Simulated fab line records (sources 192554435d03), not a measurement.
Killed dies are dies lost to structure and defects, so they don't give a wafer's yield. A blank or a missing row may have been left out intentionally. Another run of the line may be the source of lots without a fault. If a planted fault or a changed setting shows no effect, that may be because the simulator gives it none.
Lot-split experiment | flow n5 finfet | 21 wafers read across 7 lots, on a route 1938 steps long

## ABOUT THE SPLIT
At N5_BEOL_M1_COAT_22 (resist thk 30 nm), the setting spin rpm was moved away from the recipe's 1500 rpm on 10 of the 21 wafers read, by -5.1% to +9.9%. This setting was run at the recipe's value on the other wafers.

## FROM THE SPLIT TO THE READING: what the file shows between them, 3 steps
- N5_BEOL_M1_EBR_24
- N5_BEOL_M1_SOFTBAKE_23: time 60 s
- N5_BEOL_M1_DESCUM_33: chemistry O2, time 7 s

## THE READING
CAR-EUV_of_BEOL_M1_COAT_22.thk nm (the simulator's own value, which no gauge read), in nm, at N5_BEOL_M1_ETCH_77 (etches underlayer in N2/H2, target depth 6.5 nm, time 5.2 s). The file gives no usual value for it. Average 20.3 nm, standard deviation 0.096 nm, over the 11 wafers here run with the recipe.

wafer  | tool, chamber at the split | spin rpm as run, rpm | against the recipe | CAR-EUV_of_BEOL_M1_COAT_22.thk nm, nm | against lot-mates on the recipe
L074.3 | litho track-04, 0          | 1500                 | recipe             | 20.4                                  | -
L074.4 | litho track-04, 0          | 1500                 | recipe             | 20.4                                  | -
L074.6 | litho track-04, 0          | 1500                 | recipe             | 20.4                                  | -
L078.3 | litho track-04, 0          | 1553                 | +3.5%              | 19.8                                  | -0.6
L078.5 | litho track-04, 0          | 1553                 | +3.5%              | 19.8                                  | -0.6
L078.4 | litho track-04, 0          | 1500                 | recipe             | 20.4                                  | -
L080.1 | litho track-05, 0          | 1500                 | recipe             | 20.2                                  | -
L080.5 | litho track-05, 0          | 1500                 | recipe             | 20.2                                  | -
L080.6 | litho track-05, 0          | 1500                 | recipe             | 20.2                                  | -
L083.1 | litho track-03, 0          | 1500                 | recipe             | 20.4                                  | -
L083.4 | litho track-03, 0          | 1649                 | +9.9%              | 19                                    | -1.4
L083.5 | litho track-03, 0          | 1649                 | +9.9%              | 19                                    | -1.4
L084.3 | litho track-04, 0          | 1426                 | -4.9%              | 21                                    | +0.6
L084.4 | litho track-04, 0          | 1500                 | recipe             | 20.4                                  | -
L084.5 | litho track-04, 0          | 1426                 | -4.9%              | 21.2                                  | +0.8
L093.2 | litho track-05, 0          | 1500                 | recipe             | 20.4                                  | -
L093.4 | litho track-05, 0          | 1447                 | -3.5%              | 21                                    | +0.6
L093.6 | litho track-05, 0          | 1447                 | -3.5%              | 20.8                                  | +0.4
L094.2 | litho track-05, 0          | 1424                 | -5.1%              | 21                                    | +0.8
L094.5 | litho track-05, 0          | 1424                 | -5.1%              | 21                                    | +0.8
L094.6 | litho track-05, 0          | 1500                 | recipe             | 20.2                                  | -

THE FIT
A straight line over all 21 wafers: CAR-EUV_of_BEOL_M1_COAT_22.thk nm changes by -0.14 nm for each +1% of spin rpm; r = -0.99; the points scatter about the line by 0.096 nm.
The same after taking each lot's own level away (the mean of its wafers on the recipe; 21 wafers): -0.146 nm for each +1%; r = -1.00; scatter 0.06 nm.
Per that fit: largest spin rpm move, reading shift of 1.4 nm.
The span of the lots' own levels, 20.20 to 20.40 nm, comes to 2.1 times the standard deviation stated above.
The two slopes agree, so the slope changes little with the lot-to-lot level.
Check: -1.47 nm against its lot-mates is what the line predicts for one of the wafers moved furthest among these (+9.9%) when that wafer is left out of the fit. It came out at -1.4 nm against them.

## THE WHOLE CHAIN: every reading that the file lists as answering this split, in the file's order
step               | what it does                                                | reading                                                                            | change (the file's fit)               | r (the file's)
N5_BEOL_M1_COAT_22 | resist thk 30 nm                                            | CAR-EUV_of_BEOL_M1_COAT_22.thk nm (the simulator's own value, which no gauge read) | -0.143 nm for each +1% of the setting | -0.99
N5_BEOL_M1_ETCH_77 | etches underlayer in N2/H2, target depth 6.5 nm, time 5.2 s | CAR-EUV_of_BEOL_M1_COAT_22.thk nm (the simulator's own value, which no gauge read) | -0.146 nm for each +1% of the setting | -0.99

## FILE'S OWN FIT
CAR-EUV_of_BEOL_M1_COAT_22.thk nm changes by -0.146 nm for each +1% of spin rpm, r = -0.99.
